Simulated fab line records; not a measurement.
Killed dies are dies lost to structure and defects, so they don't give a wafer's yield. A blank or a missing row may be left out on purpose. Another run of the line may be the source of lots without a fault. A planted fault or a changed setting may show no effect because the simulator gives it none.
Split-lot experiment || flow n5Finfet || 21 wafers read from 7 lots, route of 1938 steps

== THE SPLIT ITSELF ==
At N5_BEOL_M0_SAQP_ETCH_107 (etches SiNx in CH3F/O2, target depth 30 nm), the setting biasW was moved away from the recipe's 73 W on 8 of the 21 wafers read, by +5.2% to +16.2%. This setting was run at the recipe's value on the other wafers.

The reading comes from the split's own step.

== THE READING ==
rfVppV, in V, at N5_BEOL_M0_SAQP_ETCH_107 (etches SiNx in CH3F/O2, target depth 30 nm). A value of 298 V with a standard deviation of 5.1 V is what fault-free wafers of this fab line usually give.

{"wafer": "L074.2", "tool, chamber at the split": "rieDiel-04, 3", "biasW as run, W": 73, "against the recipe": "recipe", "rfVppV, V": 298, "against lot-mates on the recipe": "-"}
{"wafer": "L074.4", "tool, chamber at the split": "rieDiel-04, 1", "biasW as run, W": 73, "against the recipe": "recipe", "rfVppV, V": 291, "against lot-mates on the recipe": "-"}
{"wafer": "L074.5", "tool, chamber at the split": "rieDiel-04, 3", "biasW as run, W": 73, "against the recipe": "recipe", "rfVppV, V": 299, "against lot-mates on the recipe": "-"}
{"wafer": "L080.2", "tool, chamber at the split": "rieDiel-04, 1", "biasW as run, W": 79.61, "against the recipe": "+9.1%", "rfVppV, V": 312, "against lot-mates on the recipe": "+18"}
{"wafer": "L080.3", "tool, chamber at the split": "rieDiel-04, 3", "biasW as run, W": 73, "against the recipe": "recipe", "rfVppV, V": 297, "against lot-mates on the recipe": "-"}
{"wafer": "L080.6", "tool, chamber at the split": "rieDiel-04, 1", "biasW as run, W": 73, "against the recipe": "recipe", "rfVppV, V": 292, "against lot-mates on the recipe": "-"}
{"wafer": "L083.2", "tool, chamber at the split": "rieDiel-02, 0", "biasW as run, W": 73, "against the recipe": "recipe", "rfVppV, V": 299, "against lot-mates on the recipe": "-"}
{"wafer": "L083.5", "tool, chamber at the split": "rieDiel-02, 3", "biasW as run, W": 82.89, "against the recipe": "+13.5%", "rfVppV, V": 318, "against lot-mates on the recipe": "+19"}
{"wafer": "L083.6", "tool, chamber at the split": "rieDiel-02, 1", "biasW as run, W": 82.89, "against the recipe": "+13.5%", "rfVppV, V": 333, "against lot-mates on the recipe": "+34"}
{"wafer": "L084.1", "tool, chamber at the split": "rieDiel-04, 0", "biasW as run, W": 73, "against the recipe": "recipe", "rfVppV, V": 302, "against lot-mates on the recipe": "-"}
{"wafer": "L084.2", "tool, chamber at the split": "rieDiel-04, 1", "biasW as run, W": 73, "against the recipe": "recipe", "rfVppV, V": 289, "against lot-mates on the recipe": "-"}
{"wafer": "L084.3", "tool, chamber at the split": "rieDiel-04, 3", "biasW as run, W": 73, "against the recipe": "recipe", "rfVppV, V": 298, "against lot-mates on the recipe": "-"}
{"wafer": "L087.2", "tool, chamber at the split": "rieDiel-02, 3", "biasW as run, W": 79.93, "against the recipe": "+9.5%", "rfVppV, V": 308, "against lot-mates on the recipe": "+11"}
{"wafer": "L087.4", "tool, chamber at the split": "rieDiel-02, 0", "biasW as run, W": 73, "against the recipe": "recipe", "rfVppV, V": 297, "against lot-mates on the recipe": "-"}
{"wafer": "L087.5", "tool, chamber at the split": "rieDiel-02, 1", "biasW as run, W": 79.93, "against the recipe": "+9.5%", "rfVppV, V": 324, "against lot-mates on the recipe": "+27"}
{"wafer": "L092.2", "tool, chamber at the split": "rieDiel-04, 0", "biasW as run, W": 76.79, "against the recipe": "+5.2%", "rfVppV, V": 315, "against lot-mates on the recipe": "+21"}
{"wafer": "L092.4", "tool, chamber at the split": "rieDiel-04, 1", "biasW as run, W": 73, "against the recipe": "recipe", "rfVppV, V": 289, "against lot-mates on the recipe": "-"}
{"wafer": "L092.6", "tool, chamber at the split": "rieDiel-04, 3", "biasW as run, W": 73, "against the recipe": "recipe", "rfVppV, V": 299, "against lot-mates on the recipe": "-"}
{"wafer": "L094.1", "tool, chamber at the split": "rieDiel-02, 2", "biasW as run, W": 84.85, "against the recipe": "+16.2%", "rfVppV, V": 340, "against lot-mates on the recipe": "+53"}
{"wafer": "L094.4", "tool, chamber at the split": "rieDiel-02, 3", "biasW as run, W": 73, "against the recipe": "recipe", "rfVppV, V": 287, "against lot-mates on the recipe": "-"}
{"wafer": "L094.5", "tool, chamber at the split": "rieDiel-02, 3", "biasW as run, W": 84.85, "against the recipe": "+16.2%", "rfVppV, V": 324, "against lot-mates on the recipe": "+37"}

THE FIT
A straight line over all 21 wafers: rfVppV changes by +2.24 V for each +1% of biasW; r = +0.92; the points scatter about the line by 6.2 V.
The same after taking each lot's own level away (the mean of its wafers on the recipe; 21 wafers): +2.38 V for each +1%; r = +0.92; scatter 6.6 V.
The reading moves by 39 V for the largest change in biasW, on that fit.
From 287.0 to 299.0 V: that is the span of the lots' own levels, equal to 2.4 times the standard deviation above.
Consequently the slope shifts little with the lot-to-lot level, the two slopes agreeing.
Check: +34.2 V against its lot-mates is what the line predicts for one of the wafers moved furthest among these (+16.2%) when that wafer is left out of the fit. Against them it came out at +53 V.
Tool readings at the split's step, against how far the setting was moved: rfVppV r = +0.92.

== FURTHER SPLITS ON THESE WAFERS ==
Note: prior to the reading, these wafers also went through further splits. Each is held against what the fit with the lots' levels taken away leaves over:
{"other split on the same wafers": "N5_HKMG_FIN_EXPOSE_09 doseMj", "wafers away from the commonest value": 8, "r with rfVppV (lot level and that fit taken away)": -0.28}
{"other split on the same wafers": "N5_HKMG_FIN_ETCH_32 sourceW", "wafers away from the commonest value": 9, "r with rfVppV (lot level and that fit taken away)": -0.09}
{"other split on the same wafers": "N5_MOL_CONTACT_COAG_ALD_27 aldCycles", "wafers away from the commonest value": 5, "r with rfVppV (lot level and that fit taken away)": -0.15}
{"other split on the same wafers": "N5_MOL_CONTACT_COAG_COAT_76 spinRpm", "wafers away from the commonest value": 7, "r with rfVppV (lot level and that fit taken away)": -0.08}
{"other split on the same wafers": "N5_MOL_CONTACT_COAG_ALD_133 aldCycles", "wafers away from the commonest value": 8, "r with rfVppV (lot level and that fit taken away)": -0.11}

== THE FILE'S OWN FIT ==
rfVppV changes by +2.36 V for each +1% of biasW, r = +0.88.
